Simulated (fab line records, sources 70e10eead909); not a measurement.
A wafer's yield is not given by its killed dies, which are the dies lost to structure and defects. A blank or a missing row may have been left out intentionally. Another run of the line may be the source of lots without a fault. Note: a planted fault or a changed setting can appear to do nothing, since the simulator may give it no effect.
Chamber matching :: flow nand-harc :: NHARC_P_M1_PRE_CLEAN_32 on pecvd-03 has 3 sister chambers
The step time 12 s. 16 wafers are shown with their chamber, then 7 later ones without.

== WAFERS, EACH WITH ITS CHAMBER ==
wafer: L608.1
chamber: 2
heater-power-w (W): 531

wafer: L608.3
chamber: 2
heater-power-w (W): 541

wafer: L608.5
chamber: 2
heater-power-w (W): 546

wafer: L609.1
chamber: 1
heater-power-w (W): 554

wafer: L609.3
chamber: 0
heater-power-w (W): 719

wafer: L609.5
chamber: 0
heater-power-w (W): 730

wafer: L615.3
chamber: 0
heater-power-w (W): 616

wafer: L615.4
chamber: 1
heater-power-w (W): 620

wafer: L617.1
chamber: 1
heater-power-w (W): 609

wafer: L617.2
chamber: 2
heater-power-w (W): 553

wafer: L617.5
chamber: 2
heater-power-w (W): 553

wafer: L618.2
chamber: 1
heater-power-w (W): 613

wafer: L618.4
chamber: 2
heater-power-w (W): 606

wafer: L618.6
chamber: 0
heater-power-w (W): 699

wafer: L621.2
chamber: 1
heater-power-w (W): 522

wafer: L621.3
chamber: 2
heater-power-w (W): 546

SIGNATURES (averages over the wafers above)
reading: heater-power-w
chamber 0: 691.00
chamber 1: 583.60
chamber 2: 553.71
scatter within a chamber: 38.3
Rule: a wafer lies at a distance from a chamber equal to the root of the sum of squares, over the readings, of (its reading less the chamber's mean, divided by the reading's scatter). The wafer belongs to the nearest chamber; if the next one is less than 2 further off, it can't be placed. The scatter: take each reading less its chamber's mean, square it, sum over the shown wafers, divide by the number of wafers less the number of chambers, and take the root.

== WAFERS WITH NO CHAMBER GIVEN ==
wafer: L621.4
heater-power-w (W): 519

wafer: L623.1
heater-power-w (W): 547

wafer: L623.3
heater-power-w (W): 606

wafer: L623.5
heater-power-w (W): 532

wafer: L626.2
heater-power-w (W): 657

wafer: L626.5
heater-power-w (W): 663

wafer: L626.6
heater-power-w (W): 586

== WHICH CHAMBER EACH WENT THROUGH ==
wafer: L621.4
from the rows above: can't be placed: 2 or 1
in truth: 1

wafer: L623.1
from the rows above: can't be placed: 2 or 1
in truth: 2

wafer: L623.3
from the rows above: can't be placed: 1 or 2 or 0
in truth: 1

wafer: L623.5
from the rows above: can't be placed: 2 or 1
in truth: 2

wafer: L626.2
from the rows above: can't be placed: 0 or 1 or 2
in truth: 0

wafer: L626.5
from the rows above: can't be placed: 0 or 1
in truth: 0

wafer: L626.6
from the rows above: can't be placed: 1 or 2
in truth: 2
0 of 7 placed correctly. From these rows, 7 cannot be placed; in 7 the true chamber is one of the candidates. Wrongly placed: 0.
